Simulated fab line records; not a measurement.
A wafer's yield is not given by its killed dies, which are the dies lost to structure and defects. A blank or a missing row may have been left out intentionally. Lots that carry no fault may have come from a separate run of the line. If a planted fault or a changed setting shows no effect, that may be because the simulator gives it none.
Split-lot trial :: flow n5-finfet :: 7 lots, 39 wafers read, on a route of 1938 steps

== SPLIT DETAILS ==
At N5_ZERO_LAYER_DEVELOP_10 (develop time 60 s), the setting develop-time-s was moved away from the recipe's 60 s on 15 of the 39 wafers read, by -43.4% to +29.4%. For the rest of the wafers, this setting stayed at what the recipe calls for.

== FROM SPLIT TO READING: 1 step shown by the file between the two ==
- N5_ZERO_LAYER_HARDBAKE_23: time 120 s

== THE READING ==
cd-nm at N5_ZERO_LAYER_CD_MEAS_11, given in nm (cd target 2000 nm). Fault-free wafers of this fab line usually give 1999.8 nm, standard deviation 1.9 nm.

wafer: L075.1
tool, chamber at the split: litho-track-03, 0
develop-time-s as run, s: 60
against the recipe: recipe
cd-nm, nm: 2002.3
against lot-mates on the recipe: -

wafer: L075.2
tool, chamber at the split: litho-track-03, 0
develop-time-s as run, s: 60
against the recipe: recipe
cd-nm, nm: 2001.9
against lot-mates on the recipe: -

wafer: L075.3
tool, chamber at the split: litho-track-03, 0
develop-time-s as run, s: 49.34
against the recipe: -17.8%
cd-nm, nm: 1996.2
against lot-mates on the recipe: -4.4

wafer: L075.4
tool, chamber at the split: litho-track-03, 0
develop-time-s as run, s: 49.34
against the recipe: -17.8%
cd-nm, nm: 1994.9
against lot-mates on the recipe: -5.7

wafer: L075.5
tool, chamber at the split: litho-track-03, 0
develop-time-s as run, s: 60
against the recipe: recipe
cd-nm, nm: 1997.5
against lot-mates on the recipe: -

wafer: L075.6
tool, chamber at the split: litho-track-03, 0
develop-time-s as run, s: 49.34
against the recipe: -17.8%
cd-nm, nm: 1996.8
against lot-mates on the recipe: -3.8

wafer: L077.1
tool, chamber at the split: litho-track-02, 0
develop-time-s as run, s: 72.48
against the recipe: +20.8%
cd-nm, nm: 2004.2
against lot-mates on the recipe: +3.2

wafer: L077.2
tool, chamber at the split: litho-track-02, 0
develop-time-s as run, s: 72.48
against the recipe: +20.8%
cd-nm, nm: 2006.0
against lot-mates on the recipe: +5.0

wafer: L077.3
tool, chamber at the split: litho-track-02, 0
develop-time-s as run, s: 60
against the recipe: recipe
cd-nm, nm: 1999.9
against lot-mates on the recipe: -

wafer: L077.4
tool, chamber at the split: litho-track-02, 0
develop-time-s as run, s: 72.48
against the recipe: +20.8%
cd-nm, nm: 2004.3
against lot-mates on the recipe: +3.3

wafer: L077.5
tool, chamber at the split: litho-track-02, 0
develop-time-s as run, s: 60
against the recipe: recipe
cd-nm, nm: 2001.6
against lot-mates on the recipe: -

wafer: L077.6
tool, chamber at the split: litho-track-02, 0
develop-time-s as run, s: 60
against the recipe: recipe
cd-nm, nm: 2001.4
against lot-mates on the recipe: -

wafer: L078.1
tool, chamber at the split: litho-track-05, 0
develop-time-s as run, s: 60
against the recipe: recipe
cd-nm, nm: 2000.6
against lot-mates on the recipe: -

wafer: L078.2
tool, chamber at the split: litho-track-05, 0
develop-time-s as run, s: 60
against the recipe: recipe
cd-nm, nm: 2001.4
against lot-mates on the recipe: -

wafer: L078.3
tool, chamber at the split: litho-track-05, 0
develop-time-s as run, s: 60
against the recipe: recipe
cd-nm, nm: 2000.7
against lot-mates on the recipe: -

wafer: L078.4
tool, chamber at the split: litho-track-05, 0
develop-time-s as run, s: 60
against the recipe: recipe
cd-nm, nm: 2000.4
against lot-mates on the recipe: -

wafer: L078.5
tool, chamber at the split: litho-track-05, 0
develop-time-s as run, s: 60
against the recipe: recipe
cd-nm, nm: 2003.7
against lot-mates on the recipe: -

wafer: L078.6
tool, chamber at the split: litho-track-05, 0
develop-time-s as run, s: 60
against the recipe: recipe
cd-nm, nm: 1997.4
against lot-mates on the recipe: -

wafer: L086.1
tool, chamber at the split: litho-track-02, 0
develop-time-s as run, s: 77.66
against the recipe: +29.4%
cd-nm, nm: 2004.2
against lot-mates on the recipe: +5.7

wafer: L086.2
tool, chamber at the split: litho-track-02, 0
develop-time-s as run, s: 77.66
against the recipe: +29.4%
cd-nm, nm: 2004.2
against lot-mates on the recipe: +5.7

wafer: L086.3
tool, chamber at the split: litho-track-02, 0
develop-time-s as run, s: 77.66
against the recipe: +29.4%
cd-nm, nm: 2002.0
against lot-mates on the recipe: +3.5

wafer: L086.4
tool, chamber at the split: litho-track-02, 0
develop-time-s as run, s: 60
against the recipe: recipe
cd-nm, nm: 1998.9
against lot-mates on the recipe: -

wafer: L086.5
tool, chamber at the split: litho-track-02, 0
develop-time-s as run, s: 60
against the recipe: recipe
cd-nm, nm: 1998.3
against lot-mates on the recipe: -

wafer: L086.6
tool, chamber at the split: litho-track-02, 0
develop-time-s as run, s: 60
against the recipe: recipe
cd-nm, nm: 1998.4
against lot-mates on the recipe: -

wafer: L089.1
tool, chamber at the split: litho-track-03, 0
develop-time-s as run, s: 60
against the recipe: recipe
cd-nm, nm: 2000.3
against lot-mates on the recipe: -

wafer: L089.2
tool, chamber at the split: litho-track-03, 0
develop-time-s as run, s: 60
against the recipe: recipe
cd-nm, nm: 2001.4
against lot-mates on the recipe: -

wafer: L089.6
tool, chamber at the split: litho-track-03, 0
develop-time-s as run, s: 60
against the recipe: recipe
cd-nm, nm: 1999.9
against lot-mates on the recipe: -

wafer: L090.1
tool, chamber at the split: litho-track-02, 0
develop-time-s as run, s: 60
against the recipe: recipe
cd-nm, nm: 1998.7
against lot-mates on the recipe: -

wafer: L090.2
tool, chamber at the split: litho-track-02, 0
develop-time-s as run, s: 33.94
against the recipe: -43.4%
cd-nm, nm: 1988.7
against lot-mates on the recipe: -11.2

wafer: L090.3
tool, chamber at the split: litho-track-02, 0
develop-time-s as run, s: 33.94
against the recipe: -43.4%
cd-nm, nm: 1989.2
against lot-mates on the recipe: -10.7

wafer: L090.4
tool, chamber at the split: litho-track-02, 0
develop-time-s as run, s: 60
against the recipe: recipe
cd-nm, nm: 2001.1
against lot-mates on the recipe: -

wafer: L090.5
tool, chamber at the split: litho-track-02, 0
develop-time-s as run, s: 60
against the recipe: recipe
cd-nm, nm: 1999.8
against lot-mates on the recipe: -

wafer: L090.6
tool, chamber at the split: litho-track-02, 0
develop-time-s as run, s: 33.94
against the recipe: -43.4%
cd-nm, nm: 1989.8
against lot-mates on the recipe: -10.1

wafer: L094.1
tool, chamber at the split: litho-track-05, 0
develop-time-s as run, s: 38.96
against the recipe: -35.1%
cd-nm, nm: 1986.1
against lot-mates on the recipe: -13.9

wafer: L094.2
tool, chamber at the split: litho-track-05, 0
develop-time-s as run, s: 60
against the recipe: recipe
cd-nm, nm: 1998.9
against lot-mates on the recipe: -

wafer: L094.3
tool, chamber at the split: litho-track-05, 0
develop-time-s as run, s: 38.96
against the recipe: -35.1%
cd-nm, nm: 1990.2
against lot-mates on the recipe: -9.8

wafer: L094.4
tool, chamber at the split: litho-track-05, 0
develop-time-s as run, s: 60
against the recipe: recipe
cd-nm, nm: 2000.7
against lot-mates on the recipe: -

wafer: L094.5
tool, chamber at the split: litho-track-05, 0
develop-time-s as run, s: 60
against the recipe: recipe
cd-nm, nm: 2000.3
against lot-mates on the recipe: -

wafer: L094.6
tool, chamber at the split: litho-track-05, 0
develop-time-s as run, s: 38.96
against the recipe: -35.1%
cd-nm, nm: 1990.3
against lot-mates on the recipe: -9.7

THE FIT
A straight line over all 39 wafers: cd-nm changes by +0.236 nm for each +1% of develop-time-s; r = +0.92; the points scatter about the line by 1.9 nm.
The same after taking each lot's own level away (the mean of its wafers on the recipe; 39 wafers): +0.24 nm for each +1%; r = +0.95; scatter 1.6 nm.
Per that fit: largest develop-time-s move, reading shift of 10 nm.
Across the lots, their own levels run from 1998.53 to 2000.97 nm, a range of 1.3 times the standard deviation given above.
The two slopes are in agreement: the lot-to-lot level therefore moves the slope only a little.
Check: for one of the wafers moved furthest among these (-43.4%), held out of the fit, the line's prediction against its lot-mates is -10.9 nm. It came out at -11.2 nm against them.

== THE WHOLE CHAIN: every reading that the file lists as answering this split, in the file's order ==
step: N5_ZERO_LAYER_CD_MEAS_11
what it does: target cd 2000 nm
reading: cd-nm
change (the file's fit): +0.245 nm for each +1% of the setting
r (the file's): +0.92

step: N5_ZERO_LAYER_DESCUM_16
what it does: chemistry O2, time 7.9 s
reading: ZERO_LAYER.cd-nm (the simulator's own value, which no gauge read)
change (the file's fit): +0.246 nm for each +1% of the setting
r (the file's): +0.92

step: N5_ZERO_LAYER_ETCH_17
what it does: etches SiO2 in CF4, target depth 12 nm, time 13.3 s
reading: ZERO_LAYER.cd-nm (the simulator's own value, which no gauge read)
change (the file's fit): +0.244 nm for each +1% of the setting
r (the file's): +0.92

== FILE'S OWN FIT ==
cd-nm changes by +0.245 nm for each +1% of develop-time-s, r = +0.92.
